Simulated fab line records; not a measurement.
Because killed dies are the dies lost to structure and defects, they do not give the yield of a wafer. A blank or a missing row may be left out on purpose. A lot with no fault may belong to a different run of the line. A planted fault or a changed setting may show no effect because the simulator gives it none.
fab line records / flow nandHarc
record lots=13 wafers=39 lastDay=33
route steps=1302 shown A_STAIRCASE@872 A_BONDPAD@1226 THIN_TSV@1275 END@1302
lots with no fault: from the same line, run without faults
startH: hours from the record's first day to the start of the lot's first wafer shown / waitH: hours from the lot's prior step to this one / " repeats the value in the row above / L1.1+2: several wafers, shown together as one row / - no value present, or no start provided / * or withheld: withheld / < > ~ a bound
route shown NAME@n: a module of which the file shows steps, and the number in the route of the first / usual: the fault-free wafers' mean and standard deviation / same: alike in all rows / chamber/n: place in a boat / sites: each site's reading / _std_site: the standard deviation of these / _edge_site: mean of outer sites minus mean of inner sites / radiusMm: how far each site lies from the wafer's centre / mask NAME#n: copy n / behind: the most recent tool/chamber to have shaped the wafer / hold: reason for holding the lot/hours on hold/outcome of the hold / device: transistor that didn't switch, given as n, p or np / end of line: the route-end tests of the same wafers / where a step has no rows: the recipe by itself / killed: the dies lost at the first sort to structure and to defects; this is not the yield of the wafer / map: per-die view of a wafer (x killed, . not killed, _ where there is no die)
set.NAME: the setting the step ran with; set.NAME@STEP: the setting that earlier step ran with / model.NAME: the simulator's own value behind a step, which no gauge read
one table for each step of the route and one row for each wafer, over a sample of lots
services: from which hour (startH, from the record's first day; less than 0 if before it) a tool's chamber was out of use, for how many hours, and why
## steps
# step NHARC_A_STAIRCASE_STRIP_446
# recipe powerW=1500 tempC=250 chemistry=O2
# usual drypumpMotorCurrentA=5.62/0.13 heaterPowerW=361/34
lot.wafer=L201.1 tool=plasmaAsher-01 chamber=0 startH=435.24 waitH=0.2 drypumpMotorCurrentA=5.41 heaterPowerW=323 rfHoursCounterH=16
lot.wafer=L201.3 tool=plasmaAsher-01 chamber=0 startH=435.24 waitH=0.2 drypumpMotorCurrentA=5.42 heaterPowerW=323 rfHoursCounterH=-
lot.wafer=L201.4 tool=plasmaAsher-01 chamber=1 startH=435.24 waitH=0.2 drypumpMotorCurrentA=5.58 heaterPowerW=327 rfHoursCounterH=-
lot.wafer=L202.3 tool=plasmaAsher-01 chamber=1 startH=454.46 waitH=0.1 drypumpMotorCurrentA=5.56 heaterPowerW=333 rfHoursCounterH=-
lot.wafer=L202.4 tool=plasmaAsher-01 chamber=0 startH=454.46 waitH=0.1 drypumpMotorCurrentA=5.41 heaterPowerW=321 rfHoursCounterH=-
lot.wafer=L202.6 tool=plasmaAsher-01 chamber=0 startH=454.46 waitH=0.1 drypumpMotorCurrentA=5.43 heaterPowerW=324 rfHoursCounterH=-
lot.wafer=L203.1 tool=plasmaAsher-02 chamber=1 startH=457.37 waitH=0.1 drypumpMotorCurrentA=5.70 heaterPowerW=401 rfHoursCounterH=4
lot.wafer=L203.2 tool=plasmaAsher-02 chamber=0 startH=457.37 waitH=0.1 drypumpMotorCurrentA=5.76 heaterPowerW=373 rfHoursCounterH=4
lot.wafer=L203.3 tool=plasmaAsher-02 chamber=1 startH=457.37 waitH=0.1 drypumpMotorCurrentA=5.65 heaterPowerW=407 rfHoursCounterH=-
lot.wafer=L207.1 tool=plasmaAsher-02 chamber=0 startH=486.40 waitH=0.1 drypumpMotorCurrentA=5.81 heaterPowerW=358 rfHoursCounterH=10
lot.wafer=L207.3 tool=plasmaAsher-02 chamber=1 startH=486.40 waitH=0.1 drypumpMotorCurrentA=5.65 heaterPowerW=405 rfHoursCounterH=-
lot.wafer=L207.6 tool=plasmaAsher-02 chamber=0 startH=486.40 waitH=0.1 drypumpMotorCurrentA=5.82 heaterPowerW=365 rfHoursCounterH=-
lot.wafer=L209.1 tool=plasmaAsher-02 chamber=0 startH=540.05 waitH=0.0 drypumpMotorCurrentA=5.79 heaterPowerW=357 rfHoursCounterH=24
lot.wafer=L209.4 tool=plasmaAsher-02 chamber=1 startH=540.05 waitH=0.0 drypumpMotorCurrentA=5.66 heaterPowerW=423 rfHoursCounterH=-
lot.wafer=L209.5 tool=plasmaAsher-02 chamber=0 startH=540.05 waitH=0.0 drypumpMotorCurrentA=5.79 heaterPowerW=355 rfHoursCounterH=-
lot.wafer=L212.2 tool=plasmaAsher-02 chamber=1 startH=544.98 waitH=0.1 drypumpMotorCurrentA=5.62 heaterPowerW=409 rfHoursCounterH=25
lot.wafer=L212.4 tool=plasmaAsher-02 chamber=0 startH=544.98 waitH=0.1 drypumpMotorCurrentA=5.80 heaterPowerW=365 rfHoursCounterH=-
lot.wafer=L212.3 tool=plasmaAsher-02 chamber=1 startH=544.98 waitH=0.1 drypumpMotorCurrentA=5.65 heaterPowerW=410 rfHoursCounterH=-
lot.wafer=L214.1 tool=plasmaAsher-01 chamber=0 startH=601.00 waitH=0.0 drypumpMotorCurrentA=5.42 heaterPowerW=318 rfHoursCounterH=12
lot.wafer=L214.2 tool=plasmaAsher-01 chamber=1 startH=601.00 waitH=0.0 drypumpMotorCurrentA=5.55 heaterPowerW=333 rfHoursCounterH=12
lot.wafer=L214.3 tool=plasmaAsher-01 chamber=0 startH=601.00 waitH=0.0 drypumpMotorCurrentA=5.43 heaterPowerW=312 rfHoursCounterH=-
lot.wafer=L218.2 tool=plasmaAsher-01 chamber=0 startH=608.80 waitH=0.1 drypumpMotorCurrentA=5.39 heaterPowerW=325 rfHoursCounterH=13
lot.wafer=L218.5 tool=plasmaAsher-01 chamber=1 startH=608.80 waitH=0.1 drypumpMotorCurrentA=5.57 heaterPowerW=327 rfHoursCounterH=-
lot.wafer=L218.6 tool=plasmaAsher-01 chamber=0 startH=608.80 waitH=0.1 drypumpMotorCurrentA=5.42 heaterPowerW=313 rfHoursCounterH=-
lot.wafer=L223.2 tool=plasmaAsher-01 chamber=0 startH=644.24 waitH=0.0 drypumpMotorCurrentA=5.44 heaterPowerW=321 rfHoursCounterH=18
lot.wafer=L223.4 tool=plasmaAsher-01 chamber=0 startH=644.24 waitH=0.0 drypumpMotorCurrentA=5.42 heaterPowerW=314 rfHoursCounterH=-
lot.wafer=L223.5 tool=plasmaAsher-01 chamber=0 startH=644.24 waitH=0.0 drypumpMotorCurrentA=5.43 heaterPowerW=317 rfHoursCounterH=-
lot.wafer=L221.1 tool=plasmaAsher-02 chamber=0 startH=644.37 waitH=0.1 drypumpMotorCurrentA=5.79 heaterPowerW=374 rfHoursCounterH=4
lot.wafer=L221.2 tool=plasmaAsher-02 chamber=1 startH=644.37 waitH=0.1 drypumpMotorCurrentA=5.64 heaterPowerW=397 rfHoursCounterH=4
lot.wafer=L221.3 tool=plasmaAsher-02 chamber=1 startH=644.37 waitH=0.1 drypumpMotorCurrentA=5.62 heaterPowerW=394 rfHoursCounterH=-
lot.wafer=L220.2 tool=plasmaAsher-02 chamber=1 startH=650.94 waitH=0.0 drypumpMotorCurrentA=5.61 heaterPowerW=400 rfHoursCounterH=6
lot.wafer=L220.1 tool=plasmaAsher-02 chamber=0 startH=650.94 waitH=0.0 drypumpMotorCurrentA=5.80 heaterPowerW=379 rfHoursCounterH=6
lot.wafer=L220.3 tool=plasmaAsher-02 chamber=1 startH=650.94 waitH=0.0 drypumpMotorCurrentA=5.60 heaterPowerW=399 rfHoursCounterH=-
lot.wafer=L222.2 tool=plasmaAsher-02 chamber=1 startH=652.22 waitH=0.2 drypumpMotorCurrentA=5.67 heaterPowerW=404 rfHoursCounterH=7
lot.wafer=L222.4 tool=plasmaAsher-02 chamber=0 startH=652.22 waitH=0.2 drypumpMotorCurrentA=5.83 heaterPowerW=385 rfHoursCounterH=-
lot.wafer=L222.5 tool=plasmaAsher-02 chamber=0 startH=652.22 waitH=0.2 drypumpMotorCurrentA=5.79 heaterPowerW=375 rfHoursCounterH=-
lot.wafer=L224.1 tool=plasmaAsher-02 chamber=1 startH=660.64 waitH=0.1 drypumpMotorCurrentA=5.61 heaterPowerW=399 rfHoursCounterH=9
lot.wafer=L224.5 tool=plasmaAsher-02 chamber=1 startH=660.64 waitH=0.1 drypumpMotorCurrentA=5.62 heaterPowerW=393 rfHoursCounterH=-
lot.wafer=L224.6 tool=plasmaAsher-02 chamber=0 startH=660.64 waitH=0.1 drypumpMotorCurrentA=5.79 heaterPowerW=372 rfHoursCounterH=-
# step NHARC_A_BONDPAD_PRE_CLEAN_26
# recipe timeS=30 tempC=280 gas=H2/He
# usual heaterPowerW=416/47
lot.wafer=L201.4 tool=pvdSputter-02 chamber=- startH=- waitH=- heaterPowerW=469
lot.wafer=L201.1 tool=pvdSputter-02 chamber=- startH=- waitH=- heaterPowerW=382
lot.wafer=L201.3 tool=pvdSputter-02 chamber=- startH=- waitH=- heaterPowerW=400
lot.wafer=L203.1 tool=pvdSputter-03 chamber=- startH=- waitH=- heaterPowerW=358
lot.wafer=L203.3 tool=pvdSputter-03 chamber=- startH=- waitH=- heaterPowerW=375
lot.wafer=L203.2 tool=pvdSputter-03 chamber=- startH=- waitH=- heaterPowerW=432
lot.wafer=L202.4 tool=pvdSputter-02 chamber=- startH=- waitH=- heaterPowerW=441
lot.wafer=L202.3 tool=pvdSputter-02 chamber=- startH=- waitH=- heaterPowerW=415
lot.wafer=L202.6 tool=pvdSputter-02 chamber=- startH=- waitH=- heaterPowerW=435
lot.wafer=L207.3 tool=pvdSputter-03 chamber=- startH=- waitH=- heaterPowerW=420
lot.wafer=L207.1 tool=pvdSputter-03 chamber=- startH=- waitH=- heaterPowerW=362
lot.wafer=L207.6 tool=pvdSputter-03 chamber=- startH=- waitH=- heaterPowerW=364
lot.wafer=L209.4 tool=pvdSputter-03 chamber=- startH=- waitH=- heaterPowerW=371
lot.wafer=L209.1 tool=pvdSputter-03 chamber=- startH=- waitH=- heaterPowerW=351
lot.wafer=L209.5 tool=pvdSputter-03 chamber=- startH=- waitH=- heaterPowerW=368
lot.wafer=L212.2 tool=pvdSputter-01 chamber=- startH=- waitH=- heaterPowerW=434
lot.wafer=L212.4 tool=pvdSputter-01 chamber=- startH=- waitH=- heaterPowerW=476
lot.wafer=L212.3 tool=pvdSputter-01 chamber=- startH=- waitH=- heaterPowerW=424
lot.wafer=L218.2 tool=pvdSputter-01 chamber=- startH=- waitH=- heaterPowerW=416
lot.wafer=L218.6 tool=pvdSputter-01 chamber=- startH=- waitH=- heaterPowerW=483
lot.wafer=L218.5 tool=pvdSputter-01 chamber=- startH=- waitH=- heaterPowerW=490
lot.wafer=L214.2 tool=pvdSputter-01 chamber=- startH=- waitH=- heaterPowerW=494
lot.wafer=L214.1 tool=pvdSputter-01 chamber=- startH=- waitH=- heaterPowerW=429
lot.wafer=L214.3 tool=pvdSputter-01 chamber=- startH=- waitH=- heaterPowerW=432
lot.wafer=L223.2 tool=pvdSputter-03 chamber=- startH=- waitH=- heaterPowerW=432
lot.wafer=L223.4 tool=pvdSputter-03 chamber=- startH=- waitH=- heaterPowerW=359
lot.wafer=L223.5 tool=pvdSputter-03 chamber=- startH=- waitH=- heaterPowerW=373
lot.wafer=L221.2 tool=pvdSputter-03 chamber=- startH=- waitH=- heaterPowerW=357
lot.wafer=L221.1 tool=pvdSputter-03 chamber=- startH=- waitH=- heaterPowerW=458
lot.wafer=L221.3 tool=pvdSputter-03 chamber=- startH=- waitH=- heaterPowerW=356
lot.wafer=L222.4 tool=pvdSputter-01 chamber=- startH=- waitH=- heaterPowerW=502
lot.wafer=L222.2 tool=pvdSputter-01 chamber=- startH=- waitH=- heaterPowerW=431
lot.wafer=L222.5 tool=pvdSputter-01 chamber=- startH=- waitH=- heaterPowerW=428
lot.wafer=L220.1 tool=pvdSputter-02 chamber=- startH=- waitH=- heaterPowerW=414
lot.wafer=L220.2 tool=pvdSputter-02 chamber=- startH=- waitH=- heaterPowerW=385
lot.wafer=L220.3 tool=pvdSputter-02 chamber=- startH=- waitH=- heaterPowerW=497
lot.wafer=L224.1 tool=pvdSputter-03 chamber=- startH=- waitH=- heaterPowerW=354
lot.wafer=L224.6 tool=pvdSputter-03 chamber=- startH=- waitH=- heaterPowerW=424
lot.wafer=L224.5 tool=pvdSputter-03 chamber=- startH=- waitH=- heaterPowerW=356
# step NHARC_THIN_TSV_ANNEAL_52
# recipe tempC=225 timeS=90
# usual wafer_temp_C_max=226.2/0.47
lot.wafer=L201.1 tool=rtpAnneal-02 chamber=0 startH=556.24 waitH=0.5 wafer_temp_C_max=225.8
lot.wafer=L201.3 tool=rtpAnneal-02 chamber=0 startH=556.24 waitH=0.5 wafer_temp_C_max=225.8
lot.wafer=L201.4 tool=rtpAnneal-02 chamber=0 startH=556.24 waitH=0.5 wafer_temp_C_max=226.1
lot.wafer=L203.1 tool=rtpAnneal-02 chamber=0 startH=564.13 waitH=0.6 wafer_temp_C_max=226.1
lot.wafer=L203.2 tool=rtpAnneal-02 chamber=0 startH=564.13 waitH=0.6 wafer_temp_C_max=225.7
lot.wafer=L203.3 tool=rtpAnneal-02 chamber=0 startH=564.13 waitH=0.6 wafer_temp_C_max=225.5
lot.wafer=L202.3 tool=rtpAnneal-02 chamber=0 startH=565.53 waitH=0.5 wafer_temp_C_max=225.8
lot.wafer=L202.4 tool=rtpAnneal-02 chamber=0 startH=565.53 waitH=0.5 wafer_temp_C_max=225.9
lot.wafer=L202.6 tool=rtpAnneal-02 chamber=0 startH=565.53 waitH=0.5 wafer_temp_C_max=225.4
lot.wafer=L207.1 tool=rtpAnneal-01 chamber=0 startH=606.65 waitH=0.5 wafer_temp_C_max=226.9
lot.wafer=L207.3 tool=rtpAnneal-01 chamber=0 startH=606.65 waitH=0.5 wafer_temp_C_max=227.1
lot.wafer=L207.6 tool=rtpAnneal-01 chamber=0 startH=606.65 waitH=0.5 wafer_temp_C_max=226.6
lot.wafer=L209.1 tool=rtpAnneal-01 chamber=0 startH=663.29 waitH=0.5 wafer_temp_C_max=226.7
lot.wafer=L209.4 tool=rtpAnneal-01 chamber=0 startH=663.29 waitH=0.5 wafer_temp_C_max=226.5
lot.wafer=L209.5 tool=rtpAnneal-01 chamber=0 startH=663.29 waitH=0.5 wafer_temp_C_max=226.8
lot.wafer=L212.2 tool=rtpAnneal-01 chamber=0 startH=664.76 waitH=0.7 wafer_temp_C_max=226.8
lot.wafer=L212.3 tool=rtpAnneal-01 chamber=0 startH=664.76 waitH=0.7 wafer_temp_C_max=226.4
lot.wafer=L212.4 tool=rtpAnneal-01 chamber=0 startH=664.76 waitH=0.7 wafer_temp_C_max=226.7
lot.wafer=L218.2 tool=rtpAnneal-02 chamber=0 startH=728.18 waitH=0.7 wafer_temp_C_max=226.0
lot.wafer=L218.5 tool=rtpAnneal-02 chamber=0 startH=728.18 waitH=0.7 wafer_temp_C_max=225.9
lot.wafer=L218.6 tool=rtpAnneal-02 chamber=0 startH=728.18 waitH=0.7 wafer_temp_C_max=226.0
lot.wafer=L214.1 tool=rtpAnneal-02 chamber=0 startH=731.89 waitH=0.6 wafer_temp_C_max=225.9
lot.wafer=L214.2 tool=rtpAnneal-02 chamber=0 startH=731.89 waitH=0.6 wafer_temp_C_max=225.6
lot.wafer=L214.3 tool=rtpAnneal-02 chamber=0 startH=731.89 waitH=0.6 wafer_temp_C_max=225.6
lot.wafer=L223.2 tool=rtpAnneal-02 chamber=0 startH=760.33 waitH=0.7 wafer_temp_C_max=225.6
lot.wafer=L223.4 tool=rtpAnneal-02 chamber=0 startH=760.33 waitH=0.7 wafer_temp_C_max=226.1
lot.wafer=L223.5 tool=rtpAnneal-02 chamber=0 startH=760.33 waitH=0.7 wafer_temp_C_max=225.9
lot.wafer=L221.1 tool=rtpAnneal-01 chamber=0 startH=761.55 waitH=0.5 wafer_temp_C_max=227.3
lot.wafer=L221.2 tool=rtpAnneal-01 chamber=0 startH=761.55 waitH=0.5 wafer_temp_C_max=227.3
lot.wafer=L221.3 tool=rtpAnneal-01 chamber=0 startH=761.55 waitH=0.5 wafer_temp_C_max=227.4
lot.wafer=L222.2 tool=rtpAnneal-02 chamber=0 startH=764.81 waitH=0.7 wafer_temp_C_max=225.9
lot.wafer=L222.4 tool=rtpAnneal-02 chamber=0 startH=764.81 waitH=0.7 wafer_temp_C_max=226.1
lot.wafer=L222.5 tool=rtpAnneal-02 chamber=0 startH=764.81 waitH=0.7 wafer_temp_C_max=226.3
lot.wafer=L220.1 tool=rtpAnneal-01 chamber=0 startH=779.03 waitH=0.6 wafer_temp_C_max=225.9
lot.wafer=L220.2 tool=rtpAnneal-01 chamber=0 startH=779.03 waitH=0.6 wafer_temp_C_max=226.2
lot.wafer=L220.3 tool=rtpAnneal-01 chamber=0 startH=779.03 waitH=0.6 wafer_temp_C_max=226.4
lot.wafer=L224.1 tool=rtpAnneal-02 chamber=0 startH=779.86 waitH=0.7 wafer_temp_C_max=226.3
lot.wafer=L224.5 tool=rtpAnneal-02 chamber=0 startH=779.86 waitH=0.7 wafer_temp_C_max=225.9
lot.wafer=L224.6 tool=rtpAnneal-02 chamber=0 startH=779.86 waitH=0.7 wafer_temp_C_max=225.9
# step NHARC_THIN_TSV_CMP_21
# recipe tOverpolishS=30 targetThkNm=2000
# usual edgeZonePressureFrac=1.000/0.0053 motorCurrentA=12.4/1.2 overpolishRunS=30.000/0.0093
lot.wafer=L201.4 tool=cmp-04 chamber=2 startH=556.58 waitH=- edgeZonePressureFrac=1.000 motorCurrentA=13.6 overpolishRunS=30.004
lot.wafer=L201.3 tool=cmp-04 chamber=3 startH=556.58 waitH=- edgeZonePressureFrac=1.007 motorCurrentA=13.1 overpolishRunS=30.002
lot.wafer=L201.1 tool=cmp-04 chamber=1 startH=556.58 waitH=- edgeZonePressureFrac=0.997 motorCurrentA=13.1 overpolishRunS=30.018
lot.wafer=L203.1 tool=cmp-03 chamber=1 startH=564.47 waitH=- edgeZonePressureFrac=0.996 motorCurrentA=11.9 overpolishRunS=29.994
lot.wafer=L203.2 tool=cmp-03 chamber=2 startH=564.47 waitH=- edgeZonePressureFrac=1.008 motorCurrentA=12.3 overpolishRunS=29.995
lot.wafer=L203.3 tool=cmp-03 chamber=3 startH=564.47 waitH=- edgeZonePressureFrac=0.998 motorCurrentA=13.5 overpolishRunS=29.999
lot.wafer=L202.3 tool=cmp-03 chamber=2 startH=565.83 waitH=- edgeZonePressureFrac=1.004 motorCurrentA=11.9 overpolishRunS=29.984
lot.wafer=L202.4 tool=cmp-03 chamber=3 startH=565.83 waitH=- edgeZonePressureFrac=0.998 motorCurrentA=12.1 overpolishRunS=30.007
lot.wafer=L202.6 tool=cmp-03 chamber=0 startH=565.83 waitH=- edgeZonePressureFrac=0.996 motorCurrentA=10.4 overpolishRunS=30.019
lot.wafer=L207.1 tool=cmp-03 chamber=2 startH=607.06 waitH=- edgeZonePressureFrac=1.006 motorCurrentA=12.5 overpolishRunS=30.008
lot.wafer=L207.3 tool=cmp-03 chamber=3 startH=607.06 waitH=- edgeZonePressureFrac=0.998 motorCurrentA=12.6 overpolishRunS=29.992
lot.wafer=L207.6 tool=cmp-03 chamber=1 startH=607.06 waitH=- edgeZonePressureFrac=0.999 motorCurrentA=11.9 overpolishRunS=30.006
lot.wafer=L209.1 tool=cmp-02 chamber=2 startH=663.66 waitH=- edgeZonePressureFrac=0.991 motorCurrentA=12.4 overpolishRunS=30.010
lot.wafer=L209.4 tool=cmp-02 chamber=0 startH=663.66 waitH=- edgeZonePressureFrac=1.012 motorCurrentA=11.0 overpolishRunS=30.012
lot.wafer=L209.5 tool=cmp-02 chamber=2 startH=663.66 waitH=- edgeZonePressureFrac=0.994 motorCurrentA=12.6 overpolishRunS=29.984
lot.wafer=L212.3 tool=cmp-04 chamber=2 startH=665.05 waitH=- edgeZonePressureFrac=0.995 motorCurrentA=12.5 overpolishRunS=29.993
lot.wafer=L212.2 tool=cmp-04 chamber=3 startH=665.05 waitH=- edgeZonePressureFrac=1.002 motorCurrentA=13.5 overpolishRunS=29.994
lot.wafer=L212.4 tool=cmp-04 chamber=1 startH=665.05 waitH=- edgeZonePressureFrac=1.004 motorCurrentA=12.3 overpolishRunS=30.008
lot.wafer=L218.2 tool=cmp-03 chamber=3 startH=728.56 waitH=- edgeZonePressureFrac=1.004 motorCurrentA=12.9 overpolishRunS=29.991
lot.wafer=L218.6 tool=cmp-03 chamber=0 startH=728.56 waitH=- edgeZonePressureFrac=0.993 motorCurrentA=10.1 overpolishRunS=29.992
lot.wafer=L218.5 tool=cmp-03 chamber=1 startH=728.56 waitH=- edgeZonePressureFrac=0.998 motorCurrentA=11.7 overpolishRunS=29.998
lot.wafer=L214.3 tool=cmp-04 chamber=3 startH=732.24 waitH=- edgeZonePressureFrac=1.002 motorCurrentA=14.2 overpolishRunS=30.006
lot.wafer=L214.2 tool=cmp-04 chamber=0 startH=732.24 waitH=- edgeZonePressureFrac=0.994 motorCurrentA=15.5 overpolishRunS=30.001
lot.wafer=L214.1 tool=cmp-04 chamber=1 startH=732.24 waitH=- edgeZonePressureFrac=1.004 motorCurrentA=12.6 overpolishRunS=29.995
lot.wafer=L223.4 tool=cmp-02 chamber=1 startH=760.62 waitH=- edgeZonePressureFrac=0.997 motorCurrentA=12.3 overpolishRunS=30.006
lot.wafer=L223.2 tool=cmp-02 chamber=0 startH=760.62 waitH=- edgeZonePressureFrac=1.003 motorCurrentA=11.0 overpolishRunS=29.993
lot.wafer=L223.5 tool=cmp-02 chamber=1 startH=760.62 waitH=- edgeZonePressureFrac=1.004 motorCurrentA=11.7 overpolishRunS=29.991
lot.wafer=L221.3 tool=cmp-04 chamber=3 startH=761.93 waitH=- edgeZonePressureFrac=1.004 motorCurrentA=14.3 overpolishRunS=30.001
lot.wafer=L221.2 tool=cmp-04 chamber=0 startH=761.93 waitH=- edgeZonePressureFrac=0.994 motorCurrentA=14.7 overpolishRunS=30.006
lot.wafer=L221.1 tool=cmp-04 chamber=1 startH=761.93 waitH=- edgeZonePressureFrac=0.989 motorCurrentA=12.4 overpolishRunS=29.990
lot.wafer=L222.4 tool=cmp-04 chamber=1 startH=765.10 waitH=- edgeZonePressureFrac=1.000 motorCurrentA=12.2 overpolishRunS=29.985
lot.wafer=L222.2 tool=cmp-04 chamber=2 startH=765.10 waitH=- edgeZonePressureFrac=1.004 motorCurrentA=12.9 overpolishRunS=29.999
lot.wafer=L222.5 tool=cmp-04 chamber=2 startH=765.10 waitH=- edgeZonePressureFrac=1.005 motorCurrentA=12.9 overpolishRunS=30.013
lot.wafer=L220.2 tool=cmp-02 chamber=0 startH=779.41 waitH=- edgeZonePressureFrac=1.006 motorCurrentA=10.6 overpolishRunS=30.017
lot.wafer=L220.3 tool=cmp-02 chamber=1 startH=779.41 waitH=- edgeZonePressureFrac=1.000 motorCurrentA=11.7 overpolishRunS=30.006
lot.wafer=L220.1 tool=cmp-02 chamber=2 startH=779.41 waitH=- edgeZonePressureFrac=0.995 motorCurrentA=13.4 overpolishRunS=30.004
lot.wafer=L224.1 tool=cmp-02 chamber=1 startH=780.30 waitH=- edgeZonePressureFrac=0.992 motorCurrentA=12.0 overpolishRunS=29.996
lot.wafer=L224.6 tool=cmp-02 chamber=2 startH=780.30 waitH=- edgeZonePressureFrac=1.002 motorCurrentA=12.7 overpolishRunS=29.997
lot.wafer=L224.5 tool=cmp-02 chamber=3 startH=780.30 waitH=- edgeZonePressureFrac=1.007 motorCurrentA=11.3 overpolishRunS=29.991
# step NHARC_END_SORT_01
# recipe tempC=25
# usual killedAtArray=50/17 killedAtOther=0.7/1 killedAtPeriphery=3.4/2.4 killedDies=54/17 killedOpen=3.3/1.7 killedShort=2.5/1.6
# same grossDies=677
lot.wafer=L212.2 tool=prober-02 chamber=0 startH=674.15 waitH=2.8 killedAtArray=62 killedAtOther=0 killedAtPeriphery=5 killedDies=67 killedOpen=4 killedShort=2
lot.wafer=L212.3 tool=prober-02 chamber=0 startH=674.93 waitH=3.1 killedAtArray=55 killedAtOther=1 killedAtPeriphery=3 killedDies=59 killedOpen=4 killedShort=1
lot.wafer=L212.4 tool=prober-02 chamber=0 startH=675.72 waitH=3.3 killedAtArray=167 killedAtOther=0 killedAtPeriphery=5 killedDies=172 killedOpen=2 killedShort=2
lot.wafer=L209.1 tool=prober-02 chamber=0 startH=681.06 waitH=2.5 killedAtArray=140 killedAtOther=2 killedAtPeriphery=2 killedDies=144 killedOpen=3 killedShort=1
lot.wafer=L209.4 tool=prober-02 chamber=0 startH=683.47 waitH=3.4 killedAtArray=39 killedAtOther=2 killedAtPeriphery=3 killedDies=44 killedOpen=2 killedShort=1
lot.wafer=L209.5 tool=prober-02 chamber=0 startH=684.27 waitH=3.7 killedAtArray=141 killedAtOther=1 killedAtPeriphery=1 killedDies=143 killedOpen=3 killedShort=2
# killed by level:class
L212.2 A_CHANNEL_HOLE_D1:chamberFilmFlake=27 A_SLIT:chamberFilmFlake=26 A_M0:geometricParticle:short=2 P_GATE:chamberFilmFlake=2 A_STAIRCASE:chamberFilmFlake=2 A_WL_FILL:chamberFilmFlake=2 P_CONTACT:geometricParticle:open=1 P_M1:geometricParticle:open=1
L212.3 A_SLIT:chamberFilmFlake=24 A_CHANNEL_HOLE_D1:chamberFilmFlake=15 P_M1:chamberFilmFlake=3 A_WL_FILL:chamberFilmFlake=3 A_CHANNEL_FILL_D1:chamberFilmFlake=2 A_DECK1_JOINT:chamberFilmFlake=2 A_ONON_D1:geometricParticle:open=1 A_ONON_D2:geometricParticle:open=1
L212.4 A_STAIRCASE:unspecified=95 A_CHANNEL_HOLE_D1:chamberFilmFlake=32 A_SLIT:chamberFilmFlake=28 A_STAIRCASE:chamberFilmFlake=4 P_ZERO_WELL:chamberFilmFlake=3 A_DECK1_JOINT:chamberFilmFlake=2 P_M0:geometricParticle:open=1 A_ONON_D1:geometricParticle:short=1
L209.1 A_STAIRCASE:unspecified=95 A_SLIT:chamberFilmFlake=26 A_CHANNEL_HOLE_D1:chamberFilmFlake=5 A_CHANNEL_HOLE_D2:chamberFilmFlake=3 A_CONTACT:chamberFilmFlake=3 A_CHANNEL_FILL_D1:chamberFilmFlake=2 P_M0:geometricParticle:open=1 A_ONON_D1:geometricParticle:short=1
L209.4 A_SLIT:chamberFilmFlake=21 A_CONTACT:chamberFilmFlake=6 A_CHANNEL_HOLE_D1:chamberFilmFlake=4 A_CHANNEL_HOLE_D2:chamberFilmFlake=2 A_CHANNEL_FILL_D2:chamberFilmFlake=2 A_WL_FILL:chamberFilmFlake=2 HYBRID_BOND:chamberFilmFlake=2 P_STI:geometricParticle:open=1
L209.5 A_STAIRCASE:unspecified=98 A_SLIT:chamberFilmFlake=29 A_CHANNEL_HOLE_D2:chamberFilmFlake=3 A_CONTACT:chamberFilmFlake=3 A_WL_FILL:geometricParticle:open=2 A_CHANNEL_HOLE_D1:chamberFilmFlake=2 P_CONTACT:geometricParticle:open=1 A_ONON_D1:geometricParticle:short=1
## services
tool=plasmaAsher-02 chamber=- startH=426.47 hours=9.0 kind=pm
tool=cmp-02 chamber=- startH=428.51 hours=4.0 kind=pm
tool=pvdSputter-01 chamber=- startH=428.80 hours=4.2 kind=repair
tool=cmp-03 chamber=- startH=456.00 hours=4.0 kind=pm
tool=pvdSputter-03 chamber=- startH=457.20 hours=11.0 kind=repair
tool=cmp-02 chamber=- startH=483.73 hours=1.7 kind=repair
tool=plasmaAsher-01 chamber=- startH=494.12 hours=1.4 kind=repair
tool=cmp-04 chamber=- startH=501.47 hours=2.9 kind=repair
tool=cmp-03 chamber=- startH=504.32 hours=11.6 kind=repair
tool=plasmaAsher-01 chamber=- startH=519.56 hours=9.0 kind=pm
tool=pvdSputter-03 chamber=- startH=526.02 hours=10.0 kind=pm
tool=cmp-02 chamber=- startH=526.51 hours=4.0 kind=pm
tool=plasmaAsher-01 chamber=- startH=576.84 hours=1.6 kind=repair
tool=plasmaAsher-01 chamber=- startH=580.66 hours=3.7 kind=repair
tool=cmp-04 chamber=- startH=602.35 hours=4.0 kind=pm
tool=plasmaAsher-02 chamber=- startH=603.47 hours=9.0 kind=pm
tool=plasmaAsher-01 chamber=- startH=696.56 hours=9.0 kind=pm
tool=cmp-04 chamber=- startH=700.35 hours=4.0 kind=pm
tool=pvdSputter-03 chamber=- startH=704.02 hours=10.0 kind=pm
tool=cmp-04 chamber=- startH=710.96 hours=7.2 kind=repair
tool=cmp-04 chamber=- startH=727.14 hours=3.3 kind=repair
tool=rtpAnneal-02 chamber=- startH=744.00 hours=12.0 kind=pm
tool=plasmaAsher-02 chamber=- startH=757.09 hours=4.9 kind=repair
tool=cmp-04 chamber=- startH=779.36 hours=1.5 kind=repair
## key
firstSign step=NHARC_END_SORT_01 reading=killedAtArray direction=up sigmas=5.8 usual=50 struck=149
effect step=NHARC_END_SORT_01 reading=killedDies direction=up sigmas=5.7 usual=54 struck=153
moreKillsBornAt NHARC_A_STAIRCASE_STRIP_446@plasmaAsher-02=288
metAt NHARC_A_STAIRCASE_STRIP_446
struckLots L209,L212
struckWafers L209.1,L209.5,L212.4
testerLeftOut L209,L212
notActingAt NHARC_A_BONDPAD_PRE_CLEAN_26,NHARC_THIN_TSV_ANNEAL_52,NHARC_THIN_TSV_CMP_21
onsetBetween 486.40 540.05
fault kind=chamberParticleSource tool=plasmaAsher-02 chamber=0 onsetH=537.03 steps=NHARC_A_STAIRCASE_STRIP_446 ratePerVisitCm2=1.4655 endH=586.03
# testerLeftOut: of these lots the tester's yield and bins aren't shown, on N5 and GAA mostly nor the transistor test; their killed dies are dies lost to structure and defects alone, not to doping, threshold or leakage, so they don't give the yield
